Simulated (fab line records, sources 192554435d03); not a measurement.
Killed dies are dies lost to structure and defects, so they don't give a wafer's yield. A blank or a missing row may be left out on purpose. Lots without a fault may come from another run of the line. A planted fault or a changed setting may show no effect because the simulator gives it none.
fab line records | flow n5_finfet
record lots=11 wafers=32 last_day=17
route steps=1938 shown MIM_BOT_LITHO@1865 PASSIVATION@1906
lots that met no fault: from a run of the same line without faults
start_h: hours from the record's first day to the start of the lot's first wafer shown | wait_h: hours since the lot's step before | " the same as in the row above | L1.1+2: a row that stands for several wafers | - no value, or no start given | * or withheld: withheld | < > ~ a bound
route shown NAME@n: a module of which the file shows steps, and the number in the route of the first | usual: mean/standard deviation of fault-free wafers | same: alike in all rows | chamber/n: place in a boat | sites: the reading at each site | _std_site: their standard deviation | _edge_site: outer sites' mean less inner sites' | radius_mm: how far each site lies from the wafer's centre | mask NAME#n: copy n | behind: the tool/chamber that last shaped the wafer | hold: why the lot was held/for how many hours/how that ended | device: the transistor (n, p or np) that didn't switch | end of line: the same wafers' tests at the end of the route | a step without rows: its recipe alone | killed: dies lost to structure and defects at the first sort, not the wafer's yield | map: a wafer's dies, x killed, . not, _ none there
set.NAME: the setting as run; set.NAME@STEP: as run at that earlier step | model.NAME: the simulator's own value behind a step, which no gauge read
steps of the route over a sample of lots; a table a step, a row a wafer
services: from which hour (start_h, from the record's first day; less than 0 if before it) a tool's chamber was out of use, for how many hours, and why
## steps
# step N5_MIM_BOT_LITHO_DESCUM_10
# recipe chemistry=O2 time_s=7.9 source_power_w=50 bias_power_w=20 pressure_mtorr=20 rf_frequency_hz=2.712e+07 temp_c=40 o2_flow_sccm=225
# usual chamber_pressure_mTorr=19.998/0.018 drypump_motor_current_A=5.4/0.39 oes_product_au=0.81/0.081 rf_vpp_V=243.4/1.2 showerhead_plenum_p_Torr=2.11/0.053 throttle_valve_pct=20.44/0.19
# columns lot.wafer tool chamber start_h wait_h chamber_pressure_mTorr drypump_motor_current_A oes_product_au rf_hours_counter_h rf_vpp_V showerhead_plenum_p_Torr throttle_valve_pct
L954.2 rie_diel-02 1 256.18 0.1 20.000 4.7 0.80 121 244.7 2.10 20.68
L954.3 " 2 " " 19.998 5.5 0.71 206 242.5 2.08 20.44
L954.4 " 3 " " 20.002 5.1 0.71 202 243.3 2.15 20.35
L956.2 rie_diel-02 2 265.61 0.0 20.022 5.5 0.71 209 242.1 2.08 20.44
L956.3 " 1 " " 19.997 4.7 0.79 124 242.5 2.10 20.68
L956.5 " 2 " " 19.974 5.5 0.70 - 243.3 2.08 20.44
L955.4 rie_diel-01 0 279.17 0.1 20.012 5.2 0.83 - 245.1 2.20 20.22
L955.5 " 2 " " 20.003 6.1 0.83 - 244.9 2.21 20.31
L955.6 " 3 " " 19.979 5.7 0.84 - 242.9 2.03 20.30
L957.4 rie_diel-02 0 290.03 0.1 19.991 5.6 0.96 - 244.3 2.15 20.55
L957.5 " 3 " " 20.001 5.1 0.70 - 244.0 2.15 20.38
L957.6 " 1 " " 19.993 4.7 0.78 - 244.9 2.10 20.70
L958.1 rie_diel-01 3 303.89 0.0 20.015 5.7 0.83 82 242.7 2.03 20.32
L958.3 " 2 " " 20.007 6.1 0.82 92 243.9 2.21 20.33
L958.4 " 1 " " 20.026 5.9 0.97 2 243.3 2.13 20.09
L959.2 rie_diel-02 2 305.71 0.1 20.014 5.5 0.69 220 242.1 2.07 20.44
L959.5 " 1 " " 19.975 4.7 0.78 - 243.5 2.09 20.71
L959.6 " 0 " " 20.030 5.7 0.93 - 243.8 2.14 20.54
L969.3 rie_diel-02 0 360.41 0.6 19.974 5.7 0.88 33 243.4 2.14 20.59
L969.4 " 1 " " 19.993 4.7 0.76 163 243.9 2.09 20.73
L969.5 " 3 " " 19.980 5.1 0.67 - 243.5 2.14 20.42
L967.4 rie_diel-02 1 360.84 0.2 20.009 4.6 0.76 163 243.3 2.09 20.75
L967.5 " 0 " " 19.977 5.6 0.89 - 242.2 2.14 20.58
L972.2 rie_diel-01 1 377.59 0.1 19.980 5.9 0.90 28 242.4 2.13 20.11
L972.5 " 1 " " 20.000 5.9 0.89 - 244.7 2.13 20.13
L972.6 " 2 " " 19.974 6.1 0.80 - 244.1 2.20 20.37
L973.1 rie_diel-02 1 378.28 0.3 19.986 4.7 0.76 168 243.2 2.08 20.74
L973.3 " 0 " " 19.994 5.7 0.88 39 243.0 2.13 20.60
L973.6 " 2 " " 20.022 5.5 0.68 - 241.8 2.06 20.49
L974.1 rie_diel-01 2 398.51 0.1 20.008 6.1 0.78 124 243.9 2.20 20.40
L974.2 " 3 " " 20.036 5.7 0.79 112 243.1 2.02 20.36
L974.3 " 0 " " 19.988 5.3 0.78 130 244.1 2.18 20.29
# step N5_PASSIVATION_OVL_MEAS_63
# recipe points_per_wafer=44
# usual PAD_OVL=-4/5.3
# columns lot.wafer tool chamber start_h wait_h PAD_OVL[nm]
L954.2 overlay-01 0 261.30 0.0 -8
L954.3 " 0 " " -4
L954.4 " 0 " " -1
L956.2 overlay-02 0 269.10 0.0 4
L956.3 " 0 " " 3
L956.5 " 0 " " 1
L955.4 overlay-02 0 283.35 0.0 -8
L955.5 " 0 " " -8
L955.6 " 0 " " -10
L957.4 overlay-02 0 293.31 0.0 -4
L957.5 " 0 " " -1
L957.6 " 0 " " -12
L958.1 overlay-02 0 307.26 0.0 -14
L958.3 " 0 " " -2
L958.4 " 0 " " -5
L959.2 overlay-02 0 310.64 0.0 -4
L959.5 " 0 " " -8
L959.6 " 0 " " -1
L969.3 overlay-01 0 366.14 0.0 -7
L969.4 " 0 " " -16
L969.5 " 0 " " -9
L967.4 overlay-02 0 366.99 0.0 -10
L967.5 " 0 " " -13
L972.2 overlay-02 0 380.91 0.0 -7
L972.5 " 0 " " -5
L972.6 " 0 " " -7
L973.1 overlay-02 0 381.85 0.0 -3
L973.3 " 0 " " 4
L973.6 " 0 " " 0
L974.1 overlay-01 0 404.53 0.0 -1
L974.2 " 0 " " -5
L974.3 " 0 " " -7
# step N5_PASSIVATION_ETCH_59
# recipe chemistry=Cl2/BCl3 target=TaN target_depth_a=650 time_s=34.9 ion_energy_ev=100 pressure_mtorr=10 icp_w=900 bias_w=100 Cl2_flow_sccm=60 bcl3_flow_sccm=30
# usual chamber_pressure_mTorr=10.000/0.0099 drypump_motor_current_A=5.7/0.4 he_backside_leak_sccm=3.43/0.23 oes_product_au=0.76/0.056 throttle_valve_pct=21.06/0.099
# columns lot.wafer tool chamber start_h wait_h chamber_pressure_mTorr drypump_motor_current_A he_backside_leak_sccm oes_product_au rf_hours_counter_h throttle_valve_pct
L954.2 rie_metal-03 1 261.89 0.3 9.996 6.4 3.43 0.87 11 21.19
L954.3 " 0 " " 10.003 5.6 3.17 0.71 - 20.93
L954.4 " 1 " " 10.005 6.5 3.54 0.87 - 21.18
L956.2 rie_metal-01 0 269.67 0.3 10.001 5.3 3.39 0.84 27 21.09
L956.3 " 1 " " 10.005 5.2 3.12 0.82 - 21.03
L956.5 " 0 " " 10.006 5.3 3.43 0.83 - 21.12
L955.4 rie_metal-02 0 283.92 0.2 10.009 5.6 3.52 0.75 - 20.91
L955.5 " 0 " " 10.009 5.7 3.54 0.74 - 20.91
L955.6 " 1 " " 10.013 6.2 3.45 0.70 - 21.13
L957.4 rie_metal-02 0 293.91 0.2 9.991 5.7 3.40 0.75 - 20.91
L957.5 " 0 " " 10.006 5.6 3.52 0.76 - 20.89
L957.6 " 1 " " 10.006 6.1 3.36 0.71 - 21.10
L958.1 rie_metal-01 1 307.82 0.3 9.990 5.3 3.36 0.82 35 21.03
L958.3 " 1 " " 10.001 5.3 3.15 0.81 - 21.04
L958.4 " 0 " " 9.997 5.3 3.44 0.82 - 21.11
L959.2 rie_metal-02 1 311.28 0.3 9.992 6.2 3.41 0.71 64 21.12
L959.5 " 0 " " 10.003 5.6 3.51 0.74 - 20.92
L959.6 " 1 " " 10.009 6.1 3.39 0.69 - 21.13
L969.3 rie_metal-01 0 366.78 0.2 10.001 5.3 3.44 0.81 - 21.13
L969.4 " 1 " " 9.988 5.2 3.32 0.80 - 21.03
L969.5 " 1 " " 9.993 5.2 3.50 0.81 - 21.04
L967.4 rie_metal-01 1 367.57 0.2 9.994 5.3 3.39 0.80 - 21.04
L967.5 " 0 " " 9.994 5.3 3.54 0.81 - 21.13
L972.2 rie_metal-02 1 381.45 0.3 9.991 6.2 3.55 0.69 71 21.17
L972.5 " 1 " " 10.006 6.2 3.53 0.68 - 21.14
L972.6 " 0 " " 10.008 5.6 3.52 0.72 - 20.93
L973.1 rie_metal-03 0 382.40 0.3 9.992 5.6 4.14 0.69 78 20.95
L973.3 " 0 " " 9.999 5.6 3.25 0.69 - 20.97
L973.6 " 0 " " 10.005 5.6 3.44 0.69 - 20.96
L974.1 rie_metal-03 0 405.09 0.3 10.009 5.6 3.25 0.68 80 20.97
L974.2 " 1 " " 10.002 6.5 3.56 0.82 24 21.20
L974.3 " 0 " " 9.990 5.6 3.16 0.69 - 20.98
# step N5_PASSIVATION_CD_MEAS_44
# recipe target_cd_nm=40000 landing_energy_ev=500 detector=se_inlens
# usual cd_nm=40000/2.8
# columns lot.wafer tool chamber start_h wait_h cd_nm
L954.2 cd_sem-02 0 263.18 - 39999
L954.3 " 0 " " 39999
L954.4 " 0 " " 40000
L956.2 cd_sem-03 0 270.94 - 40002
L956.3 " 0 " " 40000
L956.5 " 0 " " 39999
L955.4 cd_sem-03 0 285.06 - 39994
L955.5 " 0 " " 39998
L955.6 " 0 " " 39997
L957.4 cd_sem-02 0 295.18 - 39999
L957.5 " 0 " " 39996
L957.6 " 0 " " 39998
L958.1 cd_sem-03 0 309.11 - 40004
L958.3 " 0 " " 39999
L958.4 " 0 " " 40001
L959.2 cd_sem-02 0 312.57 - 39996
L959.5 " 0 " " 40001
L959.6 " 0 " " 39999
L969.3 cd_sem-03 0 368.19 - 40001
L969.4 " 0 " " 40000
L969.5 " 0 " " 39999
L967.4 cd_sem-02 0 368.83 - 40003
L967.5 " 0 " " 39998
L972.2 cd_sem-01 0 382.74 - 40001
L972.5 " 0 " " 39998
L972.6 " 0 " " 39998
L973.1 cd_sem-02 0 383.60 - 40005
L973.3 " 0 " " 40002
L973.6 " 0 " " 40004
L974.1 cd_sem-01 0 407.17 - 40002
L974.2 " 0 " " 40001
L974.3 " 0 " " 40000
# step N5_PASSIVATION_PROBE_49
# usual defect_limited_yield=91.2/1.4 killed_at_M0_to_M3=34/10 killed_at_M4_up=13/5.1 killed_at_contacts=12/6.5 killed_at_front_end=41/11 killed_at_other=4/3.3 killed_dies=104/16 killed_open=69/13 killed_short=33/7 sort_bin_5_function=5.1/0.91 sort_bin_6_memory=3.3/0.69 sort_n_pass=1076/16 sort_yield_pct=91.2/1.4
# same gross_dies=1180 killed_at_back_side=0 sort_bin_4_leakage[%]=0 sort_bin_8_speed[%]=0
# columns lot.wafer tool chamber start_h wait_h defect_limited_yield[%] killed_at_M0_to_M3 killed_at_M4_up killed_at_contacts killed_at_front_end killed_at_other killed_dies killed_open killed_short sort_bin_5_function[%] sort_bin_6_memory[%] sort_n_pass sort_yield_pct[%]
L969.3 prober-02 - 371.42 0.1 82.4 42 12 7 49 98 208 84 33 11.1 5.1 972 82.4
L969.4 prober-02 - 371.47 0.2 94.4 15 12 13 24 2 66 46 20 3.1 2.0 1114 94.4
L969.5 prober-02 - 371.52 0.2 90.8 25 18 10 44 11 108 68 35 4.9 3.6 1072 90.8
L967.4 prober-01 - 372.15 0.2 92.3 40 5 7 37 2 91 57 31 3.7 3.2 1089 92.3
L967.5 prober-01 - 372.20 0.2 83.8 40 7 9 33 102 191 45 49 10.0 4.9 989 83.8
# killed by level:class
L969.3 PASSIVATION:unspecified=91 STI_FIN_REVEAL:geometric_particle:open=17 FIN_SAQP:geometric_particle:open=9 BEOL_M2:geometric_particle:open=8 BEOL_M0_SAQP:geometric_particle:open=8 BEOL_M3:geometric_particle:open=8 FIN_SAQP:geometric_particle:short=7 MOL_CONTACT_COAG:geometric_particle:open=7
L969.4 MOL_CONTACT_COAG:geometric_particle:open=13 STI_FIN_REVEAL:geometric_particle:open=9 BEOL_M3:geometric_particle:open=9 BEOL_M4:geometric_particle:open=6 GATE_CUT:geometric_particle:short=3 BEOL_M3:geometric_particle:short=3 STARTING-WAFER:geometric_particle:short=3 STI_FIN_REVEAL:geometric_particle:short=2
L969.5 STI_FIN_REVEAL:geometric_particle:open=18 BEOL_M3:geometric_particle:open=11 BEOL_M4:geometric_particle:open=8 MOL_CONTACT_COAG:geometric_particle:open=7 PASS1_CAP:geometric_particle:short=7 STARTING-WAFER:geometric_particle:open=6 HKMG_FIN:area_etch=5 GATE_CUT:geometric_particle:short=4
L967.4 BEOL_M0_SAQP:geometric_particle:short=11 FIN_SAQP:geometric_particle:open=8 STI_FIN_REVEAL:geometric_particle:open=8 BEOL_M1:geometric_particle:open=7 MOL_CONTACT_COAG:geometric_particle:open=6 BEOL_M0_SAQP:geometric_particle:open=6 BEOL_M2:geometric_particle:open=6 ILD0:geometric_particle:short=5
L967.5 PASSIVATION:unspecified=97 BEOL_M0_SAQP:geometric_particle:short=14 STI_FIN_REVEAL:geometric_particle:open=8 MOL_CONTACT_COAG:geometric_particle:open=8 BEOL_M0_SAQP:geometric_particle:open=8 FIN_SAQP:geometric_particle:short=7 STI_FIN_REVEAL:geometric_particle:short=7 STARTING-WAFER:geometric_particle:short=5
## services
# columns tool chamber start_h hours kind
rie_diel-01 - 238.63 15.6 pm
rie_metal-03 - 245.96 1.4 pm
rie_diel-02 2 252.28 2.4 repair
rie_metal-02 - 254.16 2.8 pm
rie_diel-02 0 259.23 - clean
rie_diel-02 0 259.23 - consumable_replace:focus_ring
rie_diel-02 0 259.23 17.7 scheduled_down
rie_diel-02 0 259.23 17.7 vent_cycle
rie_diel-01 0 259.64 4.1 repair
rie_diel-02 - 260.12 2.8 pm
rie_diel-01 1 277.87 - clean
rie_diel-01 1 277.87 - consumable_replace:focus_ring
rie_metal-01 1 285.26 12.6 repair
rie_metal-01 - 296.14 2.8 pm
rie_diel-01 - 310.45 2.8 pm
rie_diel-01 0 331.37 1.3 repair
rie_diel-01 - 334.23 0.9 repair
rie_diel-02 3 377.10 7.1 repair
rie_diel-02 3 390.12 - clean
rie_diel-02 3 390.12 - consumable_replace:focus_ring
rie_diel-02 3 390.12 21.2 scheduled_down
rie_diel-02 3 390.12 21.2 vent_cycle
rie_metal-02 1 398.54 3.1 repair
rie_diel-01 0 404.24 1.7 repair
## key
first_sign step=N5_PASSIVATION_PROBE_49 reading=killed_at_other direction=up sigmas=29 usual=4 struck=100
effect step=N5_PASSIVATION_PROBE_49 reading=killed_dies direction=up sigmas=5.8 usual=104 struck=200
more_kills_born_at N5_PASSIVATION_ETCH_59@rie_metal-01=188
met_at N5_PASSIVATION_ETCH_59
struck_lots L967,L969
struck_wafers L967.5,L969.3
not_acting_at N5_MIM_BOT_LITHO_DESCUM_10,N5_PASSIVATION_OVL_MEAS_63,N5_PASSIVATION_CD_MEAS_44
onset_between 307.82 366.78
fault kind=chamber_particle_source tool=rie_metal-01 chamber=0 onset_h=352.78 steps=N5_PASSIVATION_ETCH_59 rate_per_visit_cm2=0.41609 end_h=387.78
